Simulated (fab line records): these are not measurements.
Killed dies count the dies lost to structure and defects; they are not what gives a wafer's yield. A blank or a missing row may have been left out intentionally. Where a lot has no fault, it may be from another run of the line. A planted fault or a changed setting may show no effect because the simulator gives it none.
Chamber matching || flow n5Finfet || N5_BEOL_M2_DESCUM_16 on rieDiel-05 has 4 sister chambers
The step chemistry O2, time 7 s. 8 wafers are shown with their chamber, then 10 later ones without.

## EACH WAFER AND ITS CHAMBER
{"wafer": "L078.1", "chamber": 1, "throttleValvePct (%)": 20.44, "drypumpMotorCurrentA (A)": 6.4}
{"wafer": "L078.6", "chamber": 1, "throttleValvePct (%)": 20.45, "drypumpMotorCurrentA (A)": 6.3}
{"wafer": "L083.6", "chamber": 2, "throttleValvePct (%)": 20.11, "drypumpMotorCurrentA (A)": 5.2}
{"wafer": "L085.1", "chamber": 0, "throttleValvePct (%)": 19.89, "drypumpMotorCurrentA (A)": 6.0}
{"wafer": "L085.3", "chamber": 3, "throttleValvePct (%)": 20.65, "drypumpMotorCurrentA (A)": 4.8}
{"wafer": "L085.6", "chamber": 2, "throttleValvePct (%)": 20.10, "drypumpMotorCurrentA (A)": 5.2}
{"wafer": "L087.1", "chamber": 0, "throttleValvePct (%)": 19.90, "drypumpMotorCurrentA (A)": 6.0}
{"wafer": "L087.4", "chamber": 3, "throttleValvePct (%)": 20.65, "drypumpMotorCurrentA (A)": 4.9}

## WAFERS WITHOUT THEIR CHAMBER
{"wafer": "L087.6", "throttleValvePct (%)": 20.65, "drypumpMotorCurrentA (A)": 4.9}
{"wafer": "L091.4", "throttleValvePct (%)": 20.12, "drypumpMotorCurrentA (A)": 5.2}
{"wafer": "L091.5", "throttleValvePct (%)": 19.91, "drypumpMotorCurrentA (A)": 6.0}
{"wafer": "L091.6", "throttleValvePct (%)": 20.65, "drypumpMotorCurrentA (A)": 4.9}
{"wafer": "L092.2", "throttleValvePct (%)": 19.93, "drypumpMotorCurrentA (A)": 5.9}
{"wafer": "L092.3", "throttleValvePct (%)": 20.66, "drypumpMotorCurrentA (A)": 4.9}
{"wafer": "L092.5", "throttleValvePct (%)": 20.49, "drypumpMotorCurrentA (A)": 6.4}
{"wafer": "L097.1", "throttleValvePct (%)": 19.94, "drypumpMotorCurrentA (A)": 5.9}
{"wafer": "L097.2", "throttleValvePct (%)": 20.68, "drypumpMotorCurrentA (A)": 4.9}
{"wafer": "L097.6", "throttleValvePct (%)": 20.15, "drypumpMotorCurrentA (A)": 5.2}

## WHICH CHAMBER EACH WENT THROUGH
{"wafer": "L087.6", "from the rows above": 3, "in truth": 3}
{"wafer": "L091.4", "from the rows above": 2, "in truth": 2}
{"wafer": "L091.5", "from the rows above": 0, "in truth": 0}
{"wafer": "L091.6", "from the rows above": 3, "in truth": 3}
{"wafer": "L092.2", "from the rows above": 0, "in truth": 0}
{"wafer": "L092.3", "from the rows above": 3, "in truth": 3}
{"wafer": "L092.5", "from the rows above": 1, "in truth": 1}
{"wafer": "L097.1", "from the rows above": 0, "in truth": 0}
{"wafer": "L097.2", "from the rows above": 3, "in truth": 3}
{"wafer": "L097.6", "from the rows above": 2, "in truth": 2}
Correct placement for 10 of the 10. Not placeable from these rows: 0. Number placed wrongly: 0.
How it was worked out, from the rows above alone: a wafer's distance from a chamber is the root of the sum, over the readings, of the square of ((its reading less the chamber's mean) divided by the reading's scatter). The wafer belongs to the nearest chamber; if the next one is less than 2 further off, it can't be placed. For every chamber, the mean is computed from those of its wafers that are shown. The scatter: take each reading less its chamber's mean, square it, sum over the shown wafers, divide by the number of wafers less the number of chambers, and take the root.
